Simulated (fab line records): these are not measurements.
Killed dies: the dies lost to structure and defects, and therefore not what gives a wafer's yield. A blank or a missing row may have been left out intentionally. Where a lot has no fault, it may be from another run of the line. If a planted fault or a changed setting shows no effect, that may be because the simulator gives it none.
fab line records	flow nandHarc	part 1 of 2: steps 1 to 32 of 38
record: lots: 5	wafers: 15	lastDay: 31
route steps=1302 shown A_ONON_D1@431 A_CHANNEL_HOLE_D1@450
lots untouched by any fault: they come from a run of this same line in which no faults occurred
startH: hours from the record's opening day to when the first of the lot's shown wafers began	waitH: hours elapsed since this lot's preceding step	" the same as in the row above	L1.1+2: several wafers, shown together as one row	- either no value or no given start	* or withheld: withheld	< > ~ a bound
route shown NAME@n: names a module that has steps shown in the file, with the first one's number in the route	usual: mean/standard deviation taken from wafers without a fault	same: alike in all rows	chamber/n: place in a boat	sites: readings site by site	_std_site: standard deviation across them	_edge_site: mean of outer sites minus mean of inner sites	radiusMm: for every site, how far away it sits from the centre of the wafer	mask NAME#n: copy n	behind: the last tool/chamber to shape the wafer	hold: why the lot was held/for how many hours/how that ended	device: which transistor (n, p or np) failed to switch	end of line: the same wafers' tests at the end of the route	where a step has no rows: the recipe by itself	killed: at the first sort, the dies lost to defects and structure; wafer yield is something else	map: dies across one wafer; x = killed, . = not, _ = none there
set.NAME: setting as actually run; set.NAME@STEP: the setting as run at that earlier step	model.NAME: the simulator's own value behind a step, which no gauge read
lots at some steps of the route; a table a step, a row a wafer
services: when a tool's chamber went out of use (startH, in hours from the record's first day, below 0 if earlier), for how many hours, and the reason
== steps ==
step: NHARC_A_ONON_D1_THK_MEAS_11
recipe: thkMeasGauge: ellipsometry
usual: thkNm: 1003/8.4
lot.wafer	tool	chamber	startH	waitH	thkNm
L078.1	filmMetro-02	-	205.05	-	1012
L078.2	"	-	"	"	1013
L078.4	"	-	"	"	1013
L080.1	filmMetro-01	-	221.80	-	1007
L080.2	"	-	"	"	1007
L080.4	"	-	"	"	1007
L084.1	filmMetro-02	-	265.48	-	999
L084.2	"	-	"	"	1000
L084.5	"	-	"	"	1001
L086.3	filmMetro-02	-	286.43	-	1010
L086.5	"	-	"	"	1008
L086.6	"	-	"	"	1009
L090.1	filmMetro-02	-	326.54	-	1020
L090.3	"	-	"	"	1020
L090.5	"	-	"	"	1020
step: NHARC_A_ONON_D1_DEP_12
recipe: targetThkA: 10000	n2FlowSccm: 2750	n2oFlowSccm: 2000	nh3FlowSccm: 500	sih4FlowSccm: 210	tempC: 400
lot.wafer	tool	chamber	startH	waitH
L078.1+2+4	pecvdOnon-04	0	205.11	0.1
L080.1+2+4	pecvdOnon-04	0	221.85	0.1
L084.1+2+5	pecvdOnon-01	0	265.54	0.1
L086.3+5+6	pecvdOnon-02	0	286.60	0.2
L090.1+3+5	pecvdOnon-04	0	326.60	0.1
step: NHARC_A_ONON_D1_THK_MEAS_14
recipe: thkMeasGauge: ellipsometry
usual: thkNm: 999/12
lot.wafer	tool	chamber	startH	waitH	thkNm
L078.1	filmMetro-01	-	205.62	-	1007
L078.2	"	-	"	"	1007
L078.4	"	-	"	"	1007
L080.1	filmMetro-01	-	222.36	-	996
L080.2	"	-	"	"	996
L080.4	"	-	"	"	996
L084.1	filmMetro-02	-	266.04	-	1008
L084.2	"	-	"	"	1007
L084.5	"	-	"	"	1008
L086.3	filmMetro-02	-	287.00	-	1000
L086.5	"	-	"	"	1001
L086.6	"	-	"	"	1000
L090.1	filmMetro-02	-	327.11	-	997
L090.3	"	-	"	"	996
L090.5	"	-	"	"	997
step: NHARC_A_ONON_D1_ANNEAL_15
recipe: tempC: 750	timeS: 3600
usual: spikeTcLowerC: 750.1/1.2	zonePowerLowerPct: 11.64/0.15
lot.wafer	tool	chamber	startH	waitH	spikeTcLowerC	zonePowerLowerPct
L078.1	furnace-04	0	209.44	3.8	750.8	11.60
L078.2	"	0	"	"	749.6	11.67
L078.4	"	0	"	"	749.5	11.72
L080.1	furnace-04	0	228.20	5.8	749.8	11.67
L080.2	"	0	"	"	750.5	11.57
L080.4	"	0	"	"	750.0	11.84
L084.1	furnace-05	0	269.72	3.7	752.6	11.68
L084.2	"	0	"	"	753.8	11.50
L084.5	"	0	"	"	750.2	11.57
L086.3	furnace-05	0	292.37	5.4	750.2	11.65
L086.5	"	0	"	"	752.2	11.51
L086.6	"	0	"	"	752.9	11.44
L090.1	furnace-07	0	331.18	4.1	749.6	11.29
L090.3	"	0	"	"	749.9	11.39
L090.5	"	0	"	"	749.5	11.23
step: NHARC_A_ONON_D1_DEP_16
recipe: targetThkA: 10000	n2FlowSccm: 2750	n2oFlowSccm: 2000	nh3FlowSccm: 500	sih4FlowSccm: 210	tempC: 400
lot.wafer	tool	chamber	startH	waitH
L078.1+2+4	pecvdOnon-02	0	213.34	0.1
L080.1+2+4	pecvdOnon-02	0	232.08	0.1
L084.1+2+5	pecvdOnon-02	0	273.61	0.1
L086.3+5+6	pecvdOnon-02	0	296.35	0.2
L090.1+3+5	pecvdOnon-02	0	335.02	0.1
step: NHARC_A_ONON_D1_THK_MEAS_18
recipe: thkMeasGauge: ellipsometry
usual: thkNm: 1000/11
lot.wafer	tool	chamber	startH	waitH	thkNm
L078.1	filmMetro-01	-	213.85	-	1008
L078.2	"	-	"	"	1008
L078.4	"	-	"	"	1007
L080.1	filmMetro-01	-	232.60	-	996
L080.2	"	-	"	"	1001
L080.4	"	-	"	"	997
L084.1	filmMetro-02	-	274.12	-	992
L084.2	"	-	"	"	991
L084.5	"	-	"	"	991
L086.3	filmMetro-01	-	296.75	-	994
L086.5	"	-	"	"	994
L086.6	"	-	"	"	994
L090.1	filmMetro-01	-	335.53	-	1020
L090.3	"	-	"	"	1022
L090.5	"	-	"	"	1020
step: NHARC_A_ONON_D1_DEP_19
recipe: targetThkA: 10000	n2FlowSccm: 2750	n2oFlowSccm: 2000	nh3FlowSccm: 500	sih4FlowSccm: 210	tempC: 400
lot.wafer	tool	chamber	startH	waitH
L078.1+2+4	pecvdOnon-01	0	213.90	0.1
L080.1+2+4	pecvdOnon-04	0	232.65	0.1
L084.1+2+5	pecvdOnon-04	0	274.17	0.1
L086.3+5+6	pecvdOnon-01	0	296.92	0.2
L090.1+3+5	pecvdOnon-04	0	335.58	0.1
step: NHARC_A_ONON_D1_THK_MEAS_21
recipe: thkMeasGauge: ellipsometry
usual: thkNm: 1002/11
lot.wafer	tool	chamber	startH	waitH	thkNm
L078.1	filmMetro-02	-	214.42	-	1021
L078.2	"	-	"	"	1018
L078.4	"	-	"	"	1021
L080.1	filmMetro-02	-	233.16	-	1007
L080.2	"	-	"	"	1006
L080.4	"	-	"	"	1007
L084.1	filmMetro-02	-	274.68	-	1009
L084.2	"	-	"	"	1011
L084.5	"	-	"	"	1011
L086.3	filmMetro-01	-	297.32	-	985
L086.5	"	-	"	"	983
L086.6	"	-	"	"	983
L090.1	filmMetro-01	-	336.09	-	996
L090.3	"	-	"	"	997
L090.5	"	-	"	"	997
step: NHARC_A_ONON_D1_DEP_22
recipe: targetThkA: 10000	n2FlowSccm: 2750	n2oFlowSccm: 2000	nh3FlowSccm: 500	sih4FlowSccm: 210	tempC: 400
lot.wafer	tool	chamber	startH	waitH
L078.1+2+4	pecvdOnon-04	0	214.47	0.1
L080.1+2+4	pecvdOnon-02	0	233.22	0.1
L084.1+2+5	pecvdOnon-02	0	274.73	0.1
L086.3+5+6	pecvdOnon-04	0	297.49	0.2
L090.1+3+5	pecvdOnon-01	0	336.15	0.1
step: NHARC_A_ONON_D1_THK_MEAS_24
recipe: thkMeasGauge: ellipsometry
usual: thkNm: 1000/8.1
lot.wafer	tool	chamber	startH	waitH	thkNm
L078.1	filmMetro-01	-	214.99	-	1003
L078.2	"	-	"	"	1003
L078.4	"	-	"	"	1003
L080.1	filmMetro-01	-	233.73	-	996
L080.2	"	-	"	"	995
L080.4	"	-	"	"	995
L084.1	filmMetro-02	-	275.25	-	1011
L084.2	"	-	"	"	1010
L084.5	"	-	"	"	1009
L086.3	filmMetro-01	-	297.89	-	1002
L086.5	"	-	"	"	1001
L086.6	"	-	"	"	1000
L090.1	filmMetro-01	-	336.65	-	985
L090.3	"	-	"	"	989
L090.5	"	-	"	"	987
step: NHARC_A_ONON_D1_DEP_25
recipe: targetThkA: 10000	n2FlowSccm: 2750	n2oFlowSccm: 2000	nh3FlowSccm: 500	sih4FlowSccm: 210	tempC: 400
lot.wafer	tool	chamber	startH	waitH
L078.1+2+4	pecvdOnon-02	0	215.04	0.1
L080.1+2+4	pecvdOnon-04	0	233.78	0.1
L084.1+2+5	pecvdOnon-04	0	275.30	0.1
L086.3+5+6	pecvdOnon-02	0	298.06	0.2
L090.1+3+5	pecvdOnon-02	0	336.71	0.1
step: NHARC_A_ONON_D1_THK_MEAS_27
recipe: thkMeasGauge: ellipsometry
usual: thkNm: 1003/7.6
lot.wafer	tool	chamber	startH	waitH	thkNm
L078.1	filmMetro-01	-	215.55	-	1001
L078.2	"	-	"	"	998
L078.4	"	-	"	"	998
L080.1	filmMetro-01	-	234.30	-	991
L080.2	"	-	"	"	990
L080.4	"	-	"	"	990
L084.1	filmMetro-01	-	275.81	-	994
L084.2	"	-	"	"	994
L084.5	"	-	"	"	992
L086.3	filmMetro-01	-	298.45	-	1012
L086.5	"	-	"	"	1012
L086.6	"	-	"	"	1009
L090.1	filmMetro-02	-	337.24	-	1000
L090.3	"	-	"	"	999
L090.5	"	-	"	"	1000
step: NHARC_A_ONON_D1_DEP_28
recipe: targetThkA: 10000	n2FlowSccm: 2750	n2oFlowSccm: 2000	nh3FlowSccm: 500	sih4FlowSccm: 210	tempC: 400
lot.wafer	tool	chamber	startH	waitH
L078.1+2+4	pecvdOnon-01	0	215.61	0.1
L080.1+2+4	pecvdOnon-02	0	234.35	0.1
L084.1+2+5	pecvdOnon-02	0	275.87	0.1
L086.3+5+6	pecvdOnon-01	0	298.62	0.2
L090.1+3+5	pecvdOnon-04	0	337.29	0.1
step: NHARC_A_ONON_D1_THK_MEAS_30
recipe: thkMeasGauge: ellipsometry
usual: thkNm: 996/10
lot.wafer	tool	chamber	startH	waitH	thkNm
L078.1	filmMetro-01	-	216.12	-	992
L078.2	"	-	"	"	992
L078.4	"	-	"	"	992
L080.1	filmMetro-01	-	234.86	-	994
L080.2	"	-	"	"	994
L080.4	"	-	"	"	992
L084.1	filmMetro-01	-	276.38	-	994
L084.2	"	-	"	"	993
L084.5	"	-	"	"	992
L086.3	filmMetro-01	-	299.02	-	997
L086.5	"	-	"	"	996
L086.6	"	-	"	"	998
L090.1	filmMetro-02	-	337.80	-	993
L090.3	"	-	"	"	993
L090.5	"	-	"	"	993
step: NHARC_A_ONON_D1_DEP_33
recipe: targetThkA: 2000	tempC: 400	pressureTorr: 6.5	rfW: 900	teosFlowSccm: 161.4	flowSccm: 2650	targetThkNm: 200	gas: O2	material: SiO2
usual: heaterPowerW: 592/110	throttleValvePct: 16.1/0.45
lot.wafer	tool	chamber	startH	waitH	heaterPowerW	throttleValvePct
L078.1	pecvd-01	2	216.17	0.1	548	16.7
L078.2	"	0	"	"	494	14.7
L078.4	"	2	"	"	563	16.8
L080.2	pecvd-03	0	234.94	0.1	507	15.9
L080.1	"	1	"	"	616	16.1
L080.4	"	1	"	"	632	16.0
L084.2	pecvd-01	2	276.48	0.1	556	16.6
L084.1	"	0	"	"	446	14.9
L084.5	"	2	"	"	569	16.7
L086.3	pecvd-03	0	299.12	0.1	466	16.0
L086.6	"	2	"	"	649	15.7
L086.5	"	1	"	"	541	16.3
L090.3	pecvd-03	0	337.90	0.1	438	15.9
L090.1	"	1	"	"	508	16.3
L090.5	"	0	"	"	450	16.2
step: NHARC_A_ONON_D1_THK_MEAS_34
recipe: thkMeasGauge: ellipsometry
usual: thkNm: 200.1/2.6
lot.wafer	tool	chamber	startH	waitH	thkNm
L078.1	filmMetro-01	-	216.59	-	197.0
L078.2	"	-	"	"	199.2
L078.4	"	-	"	"	200.6
L080.1	filmMetro-01	-	235.35	-	199.6
L080.2	"	-	"	"	200.5
L080.4	"	-	"	"	202.3
L084.1	filmMetro-01	-	276.85	-	202.5
L084.2	"	-	"	"	201.3
L084.5	"	-	"	"	201.2
L086.3	filmMetro-01	-	299.49	-	196.5
L086.5	"	-	"	"	203.5
L086.6	"	-	"	"	199.1
L090.1	filmMetro-02	-	338.27	-	200.5
L090.3	"	-	"	"	196.9
L090.5	"	-	"	"	202.8
step: NHARC_A_ONON_D1_INSPECT_32
usual: rawDefectCount: 75/29
lot.wafer	tool	chamber	startH	waitH	rawDefectCount
L078.1	defectInspect-01	-	216.65	0.0	104
L078.2	"	-	"	"	108
L078.4	"	-	"	"	41
L080.1	defectInspect-02	-	235.42	0.0	42
L080.2	"	-	"	"	65
L080.4	"	-	"	"	70
L084.1	defectInspect-02	-	276.92	0.0	85
L084.2	"	-	"	"	52
L084.5	"	-	"	"	84
L086.3	defectInspect-02	-	299.55	0.0	67
L086.5	"	-	"	"	60
L086.6	"	-	"	"	70
L090.1	defectInspect-02	-	338.33	0.0	70
L090.3	"	-	"	"	85
L090.5	"	-	"	"	56
step: NHARC_A_CHANNEL_HOLE_D1_DEP_00
recipe: targetThkA: 31000	tempC: 400	material: aC
usual: throttleValvePct: 35.000/0.0094
lot.wafer	tool	chamber	startH	waitH	throttleValvePct
L078.1	aclDep-02	0	219.43	2.8	35.015
L078.2	"	0	"	"	34.995
L078.4	"	0	"	"	34.992
L080.1	aclDep-02	0	236.63	1.2	35.000
L080.2	"	0	"	"	35.008
L080.4	"	0	"	"	34.989
L084.1	aclDep-01	0	276.98	0.1	35.001
L084.2	"	0	"	"	34.989
L084.5	"	0	"	"	34.998
L086.3	aclDep-01	0	302.26	2.7	34.989
L086.5	"	0	"	"	35.010
L086.6	"	0	"	"	35.010
L090.1	aclDep-01	0	341.33	3.0	35.003
L090.3	"	0	"	"	34.993
L090.5	"	0	"	"	35.013
step: NHARC_A_CHANNEL_HOLE_D1_DEP_01
recipe: targetThkA: 1400	targetThkNm: 140	tempC: 400	pressureTorr: 3.5	flowSccm: 200	rfW: 350	material: SiON
usual: heaterPowerW: 792/110
lot.wafer	tool	chamber	startH	waitH	heaterPowerW
L078.2	pecvd-02	0	221.34	1.3	760
L078.1	"	1	"	"	801
L078.4	"	2	"	"	692
L080.1	pecvd-04	0	238.56	1.6	812
L080.2	"	1	"	"	1012
L080.4	"	0	"	"	825
L084.1	pecvd-01	2	278.90	1.6	680
L084.2	"	0	"	"	672
L084.5	"	2	"	"	732
L086.3	pecvd-01	1	303.60	1.0	767
L086.5	"	2	"	"	752
L086.6	"	0	"	"	627
L090.1	pecvd-04	1	343.23	1.6	976
L090.3	"	0	"	"	746
L090.5	"	2	"	"	723
step: NHARC_A_CHANNEL_HOLE_D1_DEHYDRATE_02
recipe: tempC: 150	timeS: 120
lot.wafer	tool	chamber	startH	waitH
L078.1+2+4	lithoTrack-01	0	221.62	0.2
L080.1+2+4	lithoTrack-01	0	238.83	0.2
L084.1+2+5	lithoTrack-06	0	279.25	0.3
L086.3+5+6	lithoTrack-04	0	303.81	0.2
L090.1+3+5	lithoTrack-06	0	343.50	0.2
step: NHARC_A_CHANNEL_HOLE_D1_HMDS_03
recipe: timeS: 30
lot.wafer	tool	chamber	startH	waitH
L078.1+2+4	lithoTrack-01	0	-	-
L080.1+2+4	lithoTrack-01	0	-	-
L084.1+2+5	lithoTrack-06	0	-	-
L086.3+5+6	lithoTrack-04	0	-	-
L090.1+3+5	lithoTrack-06	0	-	-
step: NHARC_A_CHANNEL_HOLE_D1_COAT_36
recipe: tempC: 260	timeS: 75
lot.wafer	tool	chamber	startH	waitH
L078.1+2+4	lithoTrack-01	0	-	-
L080.1+2+4	lithoTrack-01	0	-	-
L084.1+2+5	lithoTrack-06	0	-	-
L086.3+5+6	lithoTrack-04	0	-	-
L090.1+3+5	lithoTrack-06	0	-	-
step: NHARC_A_CHANNEL_HOLE_D1_COAT_37
recipe: tempC: 225	timeS: 65
lot.wafer	tool	chamber	startH	waitH
L078.1+2+4	lithoTrack-01	0	-	-
L080.1+2+4	lithoTrack-01	0	-	-
L084.1+2+5	lithoTrack-06	0	-	-
L086.3+5+6	lithoTrack-04	0	-	-
L090.1+3+5	lithoTrack-06	0	-	-
step: NHARC_A_CHANNEL_HOLE_D1_COAT_04
recipe: spinRpm: 1500	resistThkNm: 90
lot.wafer	tool	chamber	startH	waitH
L078.1+2+4	lithoTrack-01	0	-	-
L080.1+2+4	lithoTrack-01	0	-	-
L084.1+2+5	lithoTrack-06	0	-	-
L086.3+5+6	lithoTrack-04	0	-	-
L090.1+3+5	lithoTrack-06	0	-	-
step: NHARC_A_CHANNEL_HOLE_D1_SOFTBAKE_05
recipe: tempC: 105	timeS: 55
lot.wafer	tool	chamber	startH	waitH
L078.1+2+4	lithoTrack-01	0	-	-
L080.1+2+4	lithoTrack-01	0	-	-
L084.1+2+5	lithoTrack-06	0	-	-
L086.3+5+6	lithoTrack-04	0	-	-
L090.1+3+5	lithoTrack-06	0	-	-
step: NHARC_A_CHANNEL_HOLE_D1_EBR_06
lot.wafer	tool	chamber	startH	waitH
L078.1+2+4	lithoTrack-01	0	-	-
L080.1+2+4	lithoTrack-01	0	-	-
L084.1+2+5	lithoTrack-06	0	-	-
L086.3+5+6	lithoTrack-04	0	-	-
L090.1+3+5	lithoTrack-06	0	-	-
step: NHARC_A_CHANNEL_HOLE_D1_EXPOSE_07
recipe: na: 1.35	targetCdNm: 100	sigmaOuter: 0.3	doseMj: 59.65	maskId: HOLE_D1
usual: exposureDoseMJCm2: 60.1/0.54
lot.wafer	tool	chamber	startH	waitH	mask	exposureDoseMJCm2
L078.1	arfiScanner-02	0	221.80	-	HOLE_D1#0	60.8
L078.2	"	0	"	"	HOLE_D1#0	60.6
L078.4	"	0	"	"	HOLE_D1#0	60.7
L080.1	arfiScanner-02	0	239.01	-	HOLE_D1#0	60.6
L080.2	"	0	"	"	HOLE_D1#0	60.7
L080.4	"	0	"	"	HOLE_D1#0	60.6
L084.1	arfiScanner-01	0	279.56	-	HOLE_D1#0	59.6
L084.2	"	0	"	"	HOLE_D1#0	59.6
L084.5	"	0	"	"	HOLE_D1#0	59.6
L086.3	arfiScanner-02	0	304.13	-	HOLE_D1#0	60.7
L086.5	"	0	"	"	HOLE_D1#0	60.7
L086.6	"	0	"	"	HOLE_D1#0	60.7
L090.1	arfiScanner-03	0	343.68	-	HOLE_D1#0	59.7
L090.3	"	0	"	"	HOLE_D1#0	59.7
L090.5	"	0	"	"	HOLE_D1#0	59.8
step: NHARC_A_CHANNEL_HOLE_D1_PEB_08
recipe: pebTempC: 100	pebTimeS: 65
lot.wafer	tool	chamber	startH	waitH
L078.1+2+4	lithoTrack-04	0	221.86	0.1
L080.1+2+4	lithoTrack-04	0	239.07	0.1
L084.1+2+5	lithoTrack-01	0	279.62	0.1
L086.3+5+6	lithoTrack-01	0	304.19	0.0
L090.1+3+5	lithoTrack-04	0	343.74	0.1
step: NHARC_A_CHANNEL_HOLE_D1_DEVELOP_09
recipe: developTimeS: 35	devTempC: 23
lot.wafer	tool	chamber	startH	waitH
L078.1+2+4	lithoTrack-04	0	-	-
L080.1+2+4	lithoTrack-04	0	-	-
L084.1+2+5	lithoTrack-01	0	-	-
L086.3+5+6	lithoTrack-01	0	-	-
L090.1+3+5	lithoTrack-04	0	-	-
step: NHARC_A_CHANNEL_HOLE_D1_CD_MEAS_10
recipe: targetCdNm: 100	landingEnergyEv: 500
usual: cdNm: 99.9/0.45
lot.wafer	tool	chamber	startH	waitH	cdNm
L078.1	cdSem-01	0	221.94	-	99.6
L078.2	"	0	"	"	99.8
L078.4	"	0	"	"	99.3
L080.1	cdSem-01	0	239.15	-	99.4
L080.2	"	0	"	"	99.7
L080.4	"	0	"	"	99.5
L084.1	cdSem-01	0	279.70	-	99.6
L084.2	"	0	"	"	99.8
L084.5	"	0	"	"	99.6
L086.3	cdSem-02	0	304.27	-	100.1
L086.5	"	0	"	"	100.7
L086.6	"	0	"	"	100.9
L090.1	cdSem-01	0	343.82	-	100.0
L090.3	"	0	"	"	99.2
L090.5	"	0	"	"	100.0
step: NHARC_A_CHANNEL_HOLE_D1_OVL_MEAS_11
usual: overlayXNm: 0.0/0.59	overlayYNm: -0.2/0.68
lot.wafer	tool	chamber	startH	waitH	overlayXNm	overlayYNm
L078.1	overlay-01	-	222.03	-	0.5	-0.1
L078.2	"	-	"	"	0.2	0.2
L078.4	"	-	"	"	0.2	0.1
L080.1	overlay-02	-	239.24	-	-0.4	-0.6
L080.2	"	-	"	"	-0.1	-0.3
L080.4	"	-	"	"	-0.7	-1.1
L084.1	overlay-01	-	279.79	-	-0.1	-1.1
L084.2	"	-	"	"	-0.1	-1.1
L084.5	"	-	"	"	0.0	-1.2
L086.3	overlay-02	-	304.35	-	0.2	0.2
L086.5	"	-	"	"	0.4	-0.2
L086.6	"	-	"	"	0.9	0.1
L090.1	overlay-02	-	343.91	-	-1.3	0.3
L090.3	"	-	"	"	-1.0	-0.2
L090.5	"	-	"	"	-1.4	0.3
step: NHARC_A_CHANNEL_HOLE_D1_INSPECT_12
usual: rawDefectCount: 5.8/3
lot.wafer	tool	chamber	startH	waitH	rawDefectCount
L078.1	defectInspect-01	-	222.07	0.0	6
L078.2	"	-	"	"	10
L078.4	"	-	"	"	2
L080.1	defectInspect-02	-	239.28	0.0	8
L080.2	"	-	"	"	11
L080.4	"	-	"	"	5
L084.1	defectInspect-02	-	279.83	0.0	10
L084.2	"	-	"	"	9
L084.5	"	-	"	"	10
L086.3	defectInspect-02	-	304.39	0.0	1
L086.5	"	-	"	"	5
L086.6	"	-	"	"	5
L090.1	defectInspect-02	-	343.95	0.0	6
L090.3	"	-	"	"	2
L090.5	"	-	"	"	5
